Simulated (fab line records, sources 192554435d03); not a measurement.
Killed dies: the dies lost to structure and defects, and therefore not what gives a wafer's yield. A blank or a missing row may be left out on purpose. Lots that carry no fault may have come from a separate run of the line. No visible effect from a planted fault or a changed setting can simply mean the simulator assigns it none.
Matching of chambers    flow n5-finfet    4 sister chambers for N5_FIN_CUT_STRIP_22 on rie-diel-01
The step strips in N2/H2. 4 wafers are shown with their chamber, then 7 later ones without.

## WAFERS WITH THEIR CHAMBER
wafer   chamber  showerhead-plenum-p-Torr (Torr)
L077.3  1        3.48
L088.5  0        3.44
L090.1  2        3.16
L090.3  3        3.41

## WAFERS MISSING THEIR CHAMBER
wafer   showerhead-plenum-p-Torr (Torr)
L090.6  3.47
L093.1  3.47
L093.3  3.44
L093.5  3.40
L096.3  3.44
L096.4  3.46
L096.5  3.44

## CHAMBER TAKEN BY EACH
wafer   from the rows above      in truth
L090.6  1                        1
L093.1  1                        1
L093.3  0                        0
L093.5  3                        3
L096.3  0                        0
L096.4  can't be placed: 0 or 1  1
L096.5  0                        0
Placed correctly: 6 of 7. From these rows, 1 cannot be placed; in 1 the true chamber is one of the candidates. 0 placed wrongly.
How it was worked out, from the rows above alone: a wafer's distance from a chamber is the root of the sum, over the readings, of the square of ((its reading less the chamber's mean) divided by the reading's scatter). The wafer belongs to the nearest chamber; if the next one is less than 2 further off, it can't be placed. The mean given for a chamber averages the wafers shown for that chamber. The scatter (one wafer shown for each chamber): square how far every hidden wafer sits from the nearest shown wafer, average those squares and take the square root.
